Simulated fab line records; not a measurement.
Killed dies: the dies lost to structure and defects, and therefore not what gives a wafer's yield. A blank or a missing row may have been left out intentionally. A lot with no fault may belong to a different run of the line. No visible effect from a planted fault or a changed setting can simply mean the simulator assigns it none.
Struck lot and sound lot, side by side	flow n5Finfet	34 steps out of a route of 1938
Sound: wafers L871.2, L871.4, L871.5. Struck: wafer L886.2 (L886.4, L886.6, from the same lot, were not struck and are left out); the cause is given at the end.
At each step with rows: each side's tool, then ch and its chambers, then its first start. Under that, the readings that differ: sound wafers	struck wafers	difference of the means	sigmas: that difference in standard deviations of wafers without a fault.
alike: words and numbers the same on both sides, and readings whose means are apart by under 2 such deviations; not compared: readings that were withheld, readings missing a value for some wafer, numbers with overlapping values and no deviation given by the record, and bounds like >300 which may hide the same value.
The two part at a step that has a row with sigmas, a row that says differs or no value, or rows on one side only. Numbers that don't overlap but have no deviation are shown without sigmas and don't part them. A reading missing from all wafers of one side parts the sides only when that side holds two or more wafers.

first, 9 steps without rows for these wafers: N5_BEOL_M8_DEVELOP_27 (develop time 30 s); N5_BEOL_M8_DESCUM_33 (chemistry O2, time 7 s); N5_BEOL_M8_ETCH_72 (etches underlayer in N2/H2, target depth 6.5 nm, time 5.2 s); N5_BEOL_M8_ETCH_65 (etches SiARC in CF4, target depth 15.6 nm, time 26 s); N5_BEOL_M8_ETCH_66 (etches SOC in N2/H2, target depth 80 nm, overetch 16 nm, time 120 s); N5_BEOL_M8_STRIP_69 (strips in N2/H2); N5_BEOL_M8_STRIP_73 (strips in N2/H2); N5_BEOL_M8_VIA_ETCH_34 (etches SiCOH lowk in C4F6/O2, target depth 125.5 nm, time 50.5 s); N5_BEOL_M8_STRIP_76 (strips in C4F6/O2).
N5_BEOL_M8_STRIP_36: strips in N2/H2.
  sound on rieDiel-06 ch 1,3, day 12 02:28; struck on rieDiel-06 ch 0, day 15 19:53
reading	sound	struck	difference	sigmas
rfVppV (V)	59.7 58.7 59.0	54.5	-4.6	-3
  alike: chamberPressureMTorr, drypumpMotorCurrentA, n2FlowSccm, oesProductAu, showerheadPlenumPTorr, throttleValvePct
  not compared: rfHoursCounterH
then, 23 steps without rows for these wafers: N5_BEOL_M8_TRENCH_ETCH_37 (etches SiCOH lowk in C4F6/O2, target depth 93.478 nm, time 31.2 s); N5_BEOL_M8_ETCH_41 (etches SiCN in CH3F/O2, target depth 31.9 nm, time 57.8 s); N5_BEOL_M8_STRIP_80 (strips in N2/H2, time 10 s); N5_BEOL_M8_HM_STRIP_39 (strips TiN in peroxide tin strip, target depth 25 nm, time 158 s); N5_BEOL_M8_SRD_40 (time 30 s); N5_BEOL_M8_PRECLEAN_42 (cleans in residue remover, time 60 s); N5_BEOL_M8_SRD_43 (time 30 s); N5_BEOL_M8_CURE_75 (cures SiCOH lowk, time 120 s); N5_BEOL_M8_DEGAS_44 (time 60 s); N5_BEOL_M8_PRE_CLEAN_45 (time 30 s); N5_BEOL_M8_ALD_77 (deposits TaN, target thk 2 nm, pulse time 2 s, purge time 3 s); N5_BEOL_M8_SURFACE_TREAT_79; N5_BEOL_M8_CVD_78 (deposits Co from CCTBA/H2, target thk 2 nm, time 142.3 s); N5_BEOL_M8_SPUTTER_48 (material Cu, target thk 10 nm, time 1.667 s); N5_BEOL_M8_ECD_50 (material Cu, target thk 300 nm); N5_BEOL_M8_ANNEAL_51 (time 90 s); N5_BEOL_M8_CMP_52 (polishes, stops on SiCOH lowk, t overpolish 6.9 s, target thk 80 nm); N5_BEOL_M8_PRE_CLEAN_55 (time 15 s); N5_BEOL_M8_DEP_56 (deposits SiCN from 3MS/NH3, target thk 10 nm, time 17.5 s); N5_BEOL_M9_ILD_DEP_00 (deposits SiCOH lowk from DEMS/porogen, target thk 308.51 nm, time 58 s); N5_BEOL_M9_CURE_71 (cures SiCOH lowk, time 240 s); N5_BEOL_M9_PECVD_70 (deposits SiO2 from TEOS/O2, target thk 20 nm, time 22.7 s); N5_BEOL_M9_HM_DEP_02 (deposits TiN, target thk 20 nm).
-- a jump in the record: the struck wafers' starts before and after are 3 days apart (it breaks off in module BEOL_M9 and resumes in module PASSIVATION, where the first step shown is number 1936 of the route) --
N5_PASSIVATION_PROBE_49:
  record: rows for the struck wafers here (prober-02, day 19 02:51), none for the sound ones

WHERE THEY PART
Earliest at N5_BEOL_M8_STRIP_36; latest, in this record, at N5_PASSIVATION_PROBE_49.

WHY: the cause the simulator had injected
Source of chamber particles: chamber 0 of rieDiel-06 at N5_BEOL_M8_STRIP_36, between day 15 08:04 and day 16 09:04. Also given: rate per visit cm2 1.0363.
